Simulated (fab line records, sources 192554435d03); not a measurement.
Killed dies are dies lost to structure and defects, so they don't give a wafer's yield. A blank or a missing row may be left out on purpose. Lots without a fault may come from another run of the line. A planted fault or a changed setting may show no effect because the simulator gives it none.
Split-lot experiment | flow n5_finfet | 7 lots, 39 wafers read, on a route of 1938 steps

THE SPLIT
At N5_HKMG_FIN_ETCH_32 (etches SOC in N2/H2, target depth 240 nm, time 300 s), the setting source_w was moved away from the recipe's 840 W on 12 of the 39 wafers read, by -16.5% to +6.2%. The other wafers ran this setting at the recipe's value.

The reading is taken at the split's own step.

THE READING
rf_vpp_V, in V, at N5_HKMG_FIN_ETCH_32 (etches SOC in N2/H2, target depth 240 nm, time 300 s). Fault-free wafers of this fab line usually give 525.4 V, standard deviation 2.2 V.

wafer  | tool, chamber at the split | source_w as run, W | against the recipe | rf_vpp_V, V | against lot-mates on the recipe
L074.1 | rie_diel-01, 0             | 713.2              | -15.1%             | 549.4       | +23.1
L074.2 | rie_diel-01, 2             | 840                | recipe             | 527.8       | -
L074.3 | rie_diel-01, 1             | 713.2              | -15.1%             | 556.1       | +29.8
L074.4 | rie_diel-01, 3             | 840                | recipe             | 524.9       | -
L074.5 | rie_diel-01, 0             | 713.2              | -15.1%             | 549.3       | +23.0
L074.6 | rie_diel-01, 1             | 840                | recipe             | 526.2       | -
L076.1 | rie_diel-04, 0             | 840                | recipe             | 525.5       | -
L076.2 | rie_diel-04, 3             | 840                | recipe             | 524.3       | -
L076.3 | rie_diel-04, 1             | 840                | recipe             | 527.5       | -
L076.4 | rie_diel-04, 2             | 840                | recipe             | 523.8       | -
L076.5 | rie_diel-04, 0             | 840                | recipe             | 525.3       | -
L076.6 | rie_diel-04, 1             | 840                | recipe             | 527.1       | -
L077.1 | rie_diel-04, 1             | 840                | recipe             | 526.9       | -
L077.2 | rie_diel-04, 3             | 840                | recipe             | 526.3       | -
L077.3 | rie_diel-04, 2             | 840                | recipe             | 523.3       | -
L077.4 | rie_diel-04, 0             | 840                | recipe             | 524.3       | -
L077.5 | rie_diel-04, 0             | 840                | recipe             | 526.3       | -
L077.6 | rie_diel-04, 1             | 840                | recipe             | 526.4       | -
L085.1 | rie_diel-01, 2             | 840                | recipe             | 527.8       | -
L085.3 | rie_diel-01, 1             | 840                | recipe             | 527.0       | -
L085.4 | rie_diel-01, 3             | 840                | recipe             | 525.9       | -
L090.1 | rie_diel-06, 3             | 892                | +6.2%              | 510.0       | -14.5
L090.2 | rie_diel-06, 2             | 892                | +6.2%              | 516.1       | -8.4
L090.3 | rie_diel-06, 1             | 840                | recipe             | 525.1       | -
L090.4 | rie_diel-06, 3             | 840                | recipe             | 521.3       | -
L090.5 | rie_diel-06, 1             | 892                | +6.2%              | 513.3       | -11.2
L090.6 | rie_diel-06, 2             | 840                | recipe             | 527.1       | -
L091.1 | rie_diel-06, 0             | 701.8              | -16.5%             | 557.0       | +32.0
L091.2 | rie_diel-06, 1             | 840                | recipe             | 523.9       | -
L091.3 | rie_diel-06, 2             | 701.8              | -16.5%             | 558.0       | +33.0
L091.4 | rie_diel-06, 1             | 701.8              | -16.5%             | 557.2       | +32.2
L091.5 | rie_diel-06, 2             | 840                | recipe             | 526.3       | -
L091.6 | rie_diel-06, 0             | 840                | recipe             | 524.7       | -
L096.1 | rie_diel-01, 0             | 758.5              | -9.7%              | 546.3       | +19.5
L096.2 | rie_diel-01, 2             | 840                | recipe             | 527.2       | -
L096.3 | rie_diel-01, 1             | 758.5              | -9.7%              | 542.5       | +15.7
L096.4 | rie_diel-01, 3             | 758.5              | -9.7%              | 545.7       | +18.9
L096.5 | rie_diel-01, 0             | 840                | recipe             | 528.2       | -
L096.6 | rie_diel-01, 3             | 840                | recipe             | 525.1       | -

THE FIT
A straight line over all 39 wafers: rf_vpp_V changes by -1.87 V for each +1% of source_w; r = -0.99; the points scatter about the line by 2 V.
The same after taking each lot's own level away (the mean of its wafers on the recipe; 39 wafers): -1.84 V for each +1%; r = -0.99; scatter 2 V.
On that fit, the largest move of source_w shifts the reading by 30 V.
The lots' own levels span 524.50 to 526.90 V, that is 1.1 times the standard deviation above.
So the lot-to-lot level changes the slope little: the two slopes agree.
Check: with one of the wafers moved furthest among these (-16.5%) left out of the fit, the line predicts +30 V for it against its lot-mates. It came out at +32 V against them.
Tool readings at the split's step, against how far the setting was moved: rf_vpp_V r = -0.99.

OTHER SPLITS ON THESE WAFERS
These wafers also went through other splits before the reading. Each is held against what the fit with the lots' levels taken away leaves over:
other split on the same wafers               | wafers away from the commonest value | r with rf_vpp_V (lot level and that fit taken away)
N5_FIN_SAQP_HM_DEP_03 target_thk_a           | 15                                   | -0.12
N5_STI_FIN_REVEAL_ETCHBACK_08 target_depth_a | 12                                   | +0.07
N5_SD_EPI_P_EPI_21 time_s                    | 18                                   | -0.24

THE WHOLE CHAIN: every reading that the file lists as answering this split, in the file's order
step                | what it does                                         | reading                                                                           | change (the file's fit)                | r (the file's)
N5_HKMG_FIN_ETCH_32 | etches SOC in N2/H2, target depth 240 nm, time 300 s | rf_vpp_V                                                                          | -1.84 V for each +1% of the setting    | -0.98
N5_HKMG_FIN_ETCH_32 | etches SOC in N2/H2, target depth 240 nm, time 300 s | etch.depth_nm (the simulator's own value, which no gauge read)                    | +2.15 nm for each +1% of the setting   | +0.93
N5_HKMG_FIN_ETCH_32 | etches SOC in N2/H2, target depth 240 nm, time 300 s | HKMG_FIN.feature_depth_nm (the simulator's own value, which no gauge read)        | +2.15 nm for each +1% of the setting   | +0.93
N5_HKMG_FIN_ETCH_32 | etches SOC in N2/H2, target depth 240 nm, time 300 s | SiARC_of_HKMG_FIN_COAT_30.thk_nm (the simulator's own value, which no gauge read) | -0.0835 nm for each +1% of the setting | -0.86

THE FILE'S OWN FIT
rf_vpp_V changes by -1.84 V for each +1% of source_w, r = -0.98.
